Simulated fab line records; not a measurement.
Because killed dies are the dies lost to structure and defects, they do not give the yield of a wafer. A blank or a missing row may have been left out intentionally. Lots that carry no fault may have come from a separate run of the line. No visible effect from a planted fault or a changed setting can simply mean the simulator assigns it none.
fab line records    flow nand_harc
[record] lots = 5  wafers = 15  last_day = 33
route steps=1302 shown P_GATE@155
lots that met no fault: taken from a fault-free run of the same line
start_h: hours from the record's first day to the start of the lot's first wafer shown    wait_h: hours since the lot's step before    " the same as in the row above    L1.1+2: several wafers, shown together as one row    - value missing, or start not given    * or withheld: withheld    < > ~ a bound
route shown NAME@n: names a module that has steps shown in the file, with the first one's number in the route    usual: the fault-free wafers' mean and standard deviation    same: alike in all rows    chamber/n: place in a boat    sites: each site's reading    _std_site: the standard deviation of these    _edge_site: outer sites' mean less inner sites'    radius_mm: for every site, how far away it sits from the centre of the wafer    mask NAME#n: copy n    behind: the last tool/chamber to shape the wafer    hold: cause of the lot's hold/its duration in hours/its outcome    device: the n, p or np transistor that did not switch    end of line: the tests these same wafers got at the end of their route    where a step has no rows: the recipe by itself    killed: dies lost to structure and defects at the first sort, not the wafer's yield    map: shows each die of a wafer: x if killed, . if not, _ if none is there
set.NAME: the run value of the setting; set.NAME@STEP: its run value at that earlier step    model.NAME: the simulator's own value behind a step, which no gauge read
lots at selected steps of the route; one table per step, one row per wafer
services: when a tool's chamber went out of use (start_h, in hours from the record's first day, below 0 if earlier), for how many hours, and the reason
[[steps]]
[step NHARC_P_GATE_ALD_36]
[recipe] target_thk_a = 200  pulse_time_s = 60  ald_cycles = 223  temp_c = 400  material = SiNx
[usual] heater_power_w = 908/110  precursor_pulse_height_rel = 1.000/0.02
lot.wafer  tool        chamber  start_h  wait_h  heater_power_w  precursor_pulse_height_rel
L933.4     ald_sin-02  0        124.46   -       921             0.990
L933.2     "           2        126.55   -       945             1.017
L933.6     "           3        127.60   -       899             0.993
L940.4     ald_sin-04  0        184.06   -       1132            0.993
L940.2     "           1        185.11   -       792             0.989
L940.5     "           3        187.22   -       931             1.005
L944.1     ald_sin-03  1        244.11   -       709             0.986
L944.4     "           3        246.21   -       864             1.003
L944.3     "           0        247.26   -       831             1.019
L948.1     ald_sin-02  0        267.93   -       963             0.991
L948.3     "           1        268.99   -       982             1.020
L948.4     "           2        270.04   -       914             1.006
L953.1     ald_sin-03  3        321.27   -       853             0.993
L953.2     "           0        322.33   -       813             1.008
L953.6     "           2        324.45   -       943             0.987
[step NHARC_P_GATE_ETCHBACK_37]
[recipe] target_depth_a = 345  time_s = 17.2  chf3_flow_sccm = 50  o2_flow_sccm = 10  ar_flow_sccm = 200  rf_w = 500  bias_w = 200  chemistry = CHF3/O2
[usual] drypump_motor_current_A = 5.9/0.44  oes_product_au = 0.95/0.034  rf_vpp_V = 370.4/2.4  showerhead_plenum_p_Torr = 2.39/0.098  throttle_valve_pct = 20.572/0.0091
[same] time_s = 17.2
lot.wafer  tool         chamber  start_h  wait_h  drypump_motor_current_A  oes_product_au  rf_hours_counter_h  rf_vpp_V  showerhead_plenum_p_Torr  throttle_valve_pct
L933.4     rie_diel-01  1        -        -       5.4                      0.94            5.5                 367.7     2.26                      20.573
L933.2     "            2        "        "       6.4                      0.94            5.3                 373.3     2.54                      20.582
L933.6     "            1        "        "       5.4                      0.93            -                   367.3     2.26                      20.578
L940.2     rie_diel-01  1        -        -       5.4                      1.01            8.7                 368.4     2.26                      20.567
L940.5     "            3        "        "       6.0                      1.00            -                   371.0     2.45                      20.568
L940.4     "            1        "        "       5.5                      1.00            -                   367.2     2.26                      20.565
L944.1     rie_diel-08  2        -        -       5.8                      0.99            4.8                 369.7     2.31                      20.564
L944.3     "            3        "        "       6.5                      0.98            4.7                 372.6     2.44                      20.574
L944.4     "            3        "        "       6.5                      0.98            -                   373.8     2.44                      20.579
L948.4     rie_diel-08  3        -        -       6.5                      0.92            5.0                 371.7     2.44                      20.564
L948.1     "            0        "        "       5.7                      0.92            2.7                 372.3     2.47                      20.580
L948.3     "            1        "        "       6.4                      0.92            5.2                 367.5     2.30                      20.569
L953.2     rie_diel-01  0        -        -       6.2                      1.00            5.9                 369.6     2.33                      20.578
L953.1     "            1        "        "       5.5                      1.00            6.2                 365.4     2.26                      20.556
L953.6     "            0        "        "       6.2                      0.99            -                   370.3     2.33                      20.550
[step NHARC_P_GATE_STRIP_101]
[recipe] time_s = 20  o2_flow_sccm = 500  ar_flow_sccm = 0  bias_w = 0  chemistry = O2
[usual] drypump_motor_current_A = 5.9/0.43  oes_product_au = 1.001/0.0082  rf_vpp_V = 57.9/0.94  showerhead_plenum_p_Torr = 3.51/0.14  throttle_valve_pct = 17.035/0.0074
[same] time_s = 20
lot.wafer  tool         chamber  start_h  wait_h  drypump_motor_current_A  oes_product_au  rf_hours_counter_h  rf_vpp_V  showerhead_plenum_p_Torr  throttle_valve_pct
L933.4     rie_diel-01  1        132.96   0.1     5.5                      0.990           5.5                 57.2      3.33                      17.029
L933.2     "            2        "        "       6.4                      1.007           5.3                 57.5      3.72                      17.049
L933.6     "            1        "        "       5.5                      1.008           -                   57.0      3.33                      17.043
L940.2     rie_diel-01  1        192.62   0.1     5.4                      0.995           8.7                 56.8      3.33                      17.024
L940.4     "            2        "        "       6.4                      1.007           -                   59.3      3.72                      17.028
L940.5     "            3        "        "       6.0                      0.995           -                   59.0      3.59                      17.031
L944.3     rie_diel-08  1        253.71   0.1     6.4                      1.011           4.7                 58.6      3.38                      17.043
L944.1     "            2        "        "       5.8                      1.003           4.8                 58.8      3.39                      17.040
L944.4     "            1        "        "       6.4                      1.013           -                   57.5      3.38                      17.036
L948.4     rie_diel-08  1        276.48   0.1     6.4                      1.003           5.2                 58.0      3.38                      17.043
L948.1     "            3        "        "       6.4                      1.001           5.0                 57.6      3.58                      17.026
L948.3     "            0        "        "       5.7                      0.994           2.7                 59.3      3.62                      17.034
L953.2     rie_diel-01  3        329.83   0.1     6.0                      1.003           5.0                 57.8      3.59                      17.041
L953.1     "            2        "        "       6.4                      0.999           5.3                 58.1      3.72                      17.034
L953.6     "            0        "        "       6.2                      1.008           -                   57.6      3.43                      17.032
[step NHARC_P_GATE_PRECLEAN_97]
[recipe] time_s = 600  temp_c = 120  chemistry = SPM
[step NHARC_P_GATE_SRD_98]
[step NHARC_P_GATE_PRECLEAN_99]
[recipe] time_s = *  temp_c = 50  bath_age_min = 0  chemistry = SC1
[step NHARC_P_GATE_SRD_100]
[step NHARC_P_GATE_DEHYDRATE_38]
[recipe] temp_c = 150  time_s = 120
[step NHARC_P_GATE_HMDS_39]
[recipe] time_s = 30
[step NHARC_P_GATE_COAT_40]
[recipe] spin_rpm = 3000
[step NHARC_P_GATE_SOFTBAKE_41]
[recipe] temp_c = 122  time_s = 95
[step NHARC_P_GATE_EBR_42]
[step NHARC_P_GATE_EXPOSE_43]
[recipe] na = 0.6  target_cd_nm = 720  dose_mj = 14.81  mask_id = P_NSD
lot.wafer   tool            chamber  start_h  wait_h  mask
L933.2+4+6  krf_scanner-01  0        133.74   -       P_NSD#0
L940.2+4+5  krf_scanner-02  0        193.41   -       P_NSD#0
L944.1+3+4  krf_scanner-01  0        254.43   -       P_NSD#0
L948.1+3+4  krf_scanner-02  0        277.25   -       P_HVPW#0
L953.1+2+6  krf_scanner-02  0        330.61   -       P_NSD#0
[step NHARC_P_GATE_PEB_44]
[recipe] peb_temp_c = 118  peb_time_s = 85
[step NHARC_P_GATE_DEVELOP_45]
[recipe] time_s = 70
[step NHARC_P_GATE_CD_MEAS_46]
[recipe] target_cd_nm = 720  landing_energy_ev = 500
[usual] cd_nm = 719.8/1.9
lot.wafer  tool       chamber  start_h  wait_h  cd_nm
L933.2     cd_sem-02  0        133.89   -       720.1
L933.4     "          0        "        "       719.8
L933.6     "          0        "        "       719.7
L940.2     cd_sem-01  0        193.56   -       723.6
L940.4     "          0        "        "       720.9
L940.5     "          0        "        "       720.1
L944.1     cd_sem-02  0        254.58   -       722.0
L944.3     "          0        "        "       722.3
L944.4     "          0        "        "       719.2
L948.1     cd_sem-01  0        277.42   -       -
L948.3     "          0        "        "       -
L948.4     "          0        "        "       -
L953.1     cd_sem-01  0        330.76   -       721.4
L953.2     "          0        "        "       721.3
L953.6     "          0        "        "       720.6
[step NHARC_P_GATE_HARDBAKE_47]
[recipe] temp_c = 125  time_s = 80
[[services]]
tool            chamber  start_h  hours  kind
ald_sin-04      1        133.80   9.6    repair
rie_diel-08     0        137.77   9.3    repair
krf_scanner-01  -        140.00   4.0    pm
krf_scanner-01  -        146.47   0.2    repair
rie_diel-08     1        152.97   10.4   repair
rie_diel-08     3        158.81   3.5    repair
rie_diel-01     0        166.26   7.3    repair
ald_sin-04      3        171.34   8.6    repair
ald_sin-03      -        174.44   10.0   pm
ald_sin-02      0        183.44   8.8    repair
rie_diel-01     0        188.89   16.3   repair
rie_diel-08     -        190.80   9.0    pm
rie_diel-01     -        204.01   9.0    pm
krf_scanner-01  -        208.21   15.4   repair
rie_diel-08     0        213.75   4.9    repair
ald_sin-03      3        220.64   1.8    repair
rie_diel-08     0        245.35   16.4   repair
krf_scanner-02  -        263.45   5.3    repair
rie_diel-08     3        265.34   3.9    repair
krf_scanner-02  -        268.76   4.0    pm
krf_scanner-02  -        292.47   1.3    repair
ald_sin-02      3        298.12   17.6   repair
ald_sin-02      -        307.69   10.0   pm
krf_scanner-01  -        312.00   4.0    pm
[[key]]
[first_sign] step = NHARC_P_GATE_EXPOSE_43  reading = mask  direction = changed
[effect] step = NHARC_P_GATE_CD_MEAS_46  reading = cd_nm  direction = missing
met_at NHARC_P_GATE_EXPOSE_43
struck_wafers L948.1,L948.3,L948.4
later_rows_left_out L948.1,L948.3,L948.4
sort_left_out L948.1,L948.3,L948.4
tester_left_out L948
onset_between 193.41 277.25
[fault] kind = wrong_mask  tool = any  chamber = -  onset_h = 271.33  steps = NHARC_P_GATE_EXPOSE_43  aux_copy = P_HVPW#0  scope = struck_lots_only
// tester_left_out: of these lots the tester's yield and bins aren't shown, on N5 and GAA mostly nor the transistor test; their killed dies are dies lost to structure and defects alone, not to doping, threshold or leakage, so they don't give the yield
// sort_left_out: the simulated sort isn't trusted on such a fault, so these wafers' sort isn't shown, and their yield isn't known
// later_rows_left_out: the simulator's readings of these wafers behind a module that went badly wrong aren't trusted and aren't shown, but for the sort
